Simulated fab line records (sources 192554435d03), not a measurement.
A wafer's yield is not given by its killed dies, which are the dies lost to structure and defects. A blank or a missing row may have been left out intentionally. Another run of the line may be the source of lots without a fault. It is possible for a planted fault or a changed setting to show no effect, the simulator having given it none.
The same fault as seen by 3 desks ; flow n5_finfet ; every desk sees just its own numbers, and what lay behind them comes last

== METROLOGY DESK ==
Means of the sampled wafers that have a number, per lot and without regard to the tool the lot ran on: this is what the gauges read. The brackets show how far a lot's mean lies from the usual mean; more than 4 standard deviations puts the lot out of limits, marked OUT. It has 10 readings; the 7 that lie furthest out on some lot are the ones shown.
Columns: A = DIBL_P at N5_BEOL_M4_RC_MEAS_101, usual 38 mV/V; B = IOFF_N at N5_BEOL_M4_RC_MEAS_101, usual 0.19 nA/um; C = IOFF_P at N5_BEOL_M4_RC_MEAS_101, usual 0.24 nA/um; D = ION_P at N5_BEOL_M4_RC_MEAS_101, usual 465 uA/um; E = SS_P at N5_BEOL_M4_RC_MEAS_101, usual 73.7 mV/dec; F = VT_N at N5_BEOL_M4_RC_MEAS_101, usual 248 mV; G = VT_P at N5_BEOL_M4_RC_MEAS_101, usual -249 mV
lot;first seen here;A;B;C;D;E;F;G
L720;day 7 19:21;38;0.18;0.23;461;73.5;251;-248
L721;day 8 02:04;39;0.18;0.24;461;73.8;251;-250
L732;day 11 13:14;36;0.16;0.19;450;73.2;248;-253
L735;day 11 18:13;43;0.26;0.32;469;74.8;244;-245
L737;day 12 19:31;37;0.18;0.21;458;73.5;250;-252
L738;day 12 20:11;37;0.17;0.23;465;73.8;248;-248
L739;day 13 00:09;36;0.18;0.23;464;73.7;247;-250
L742;day 14 00:07;38;0.17;0.22;463;73.9;251;-251
L743;day 14 05:08;38;0.17;0.23;466;73.6;250;-250
This desk's verdict: no lot among the 9 shows anything out of limits.

== AT THE TOOL OWNER'S DESK: rie_diel-01 ==
The tool's own readings at N5_SDB_ETCH_17 (etches SiARC in CF4, target depth 23.4 nm, time 39 s): means of the sampled wafers that have a number, for each lot that ran on this tool. The brackets show how far a lot's mean lies from the usual mean; more than 4 standard deviations puts the lot out of limits, marked OUT.
Columns: A = drypump_motor_current_A at N5_SDB_ETCH_17, usual 5.5 A; B = etch_rf_on_time_s at N5_SDB_ETCH_17, usual 39.1 s; C = oes_product_au at N5_SDB_ETCH_17, usual 0.68 a.u.; D = rf_fwd_power_W at N5_SDB_ETCH_17, usual 534.8 W; E = rf_vpp_V at N5_SDB_ETCH_17, usual 184.2 V; F = showerhead_plenum_p_Torr at N5_SDB_ETCH_17, usual 2.16 Torr; G = throttle_valve_pct at N5_SDB_ETCH_17, usual 15.64 %
lot;first seen here;A;B;C;D;E;F;G
L721;day 4 01:09;5.3;39.6;0.60;534.5;184.7;2.22;15.93
L732;day 6 22:11;5.6;36.1;0.63;533.1;183.9;2.09;16.06
L743;day 9 17:35;5.7;39.9;0.69;532.3;184.7;2.16;15.44
This desk's verdict: no lot among the 3 shows anything out of limits.

== THE DEFECT DESK ==
Lot by lot, what the route's inspections counted, given as the mean of those sampled wafers with a number. The brackets show how far a lot's mean lies from the usual mean; more than 4 standard deviations puts the lot out of limits, marked OUT.
Columns: A = raw_defect_count at N5_SDB_INSPECT_13, usual 93
lot;first seen here;A
L720;day 3 17:53;186
L721;day 4 01:05;71
L732;day 6 22:07;97
L735;day 7 11:34;54
L737;day 8 00:20;128
L738;day 8 06:09;131
L739;day 8 14:13;258
L742;day 9 06:09;111
L743;day 9 17:31;84
This desk's verdict: no lot among the 9 shows anything out of limits.

== TAKEN TOGETHER ==
Metrology desk: nothing out of limits seen.
Nothing out of limits was seen by the tool owner's desk.
The defect desk saw nothing out of limits.

== WHAT WAS PUT IN BY THE SIMULATOR ==
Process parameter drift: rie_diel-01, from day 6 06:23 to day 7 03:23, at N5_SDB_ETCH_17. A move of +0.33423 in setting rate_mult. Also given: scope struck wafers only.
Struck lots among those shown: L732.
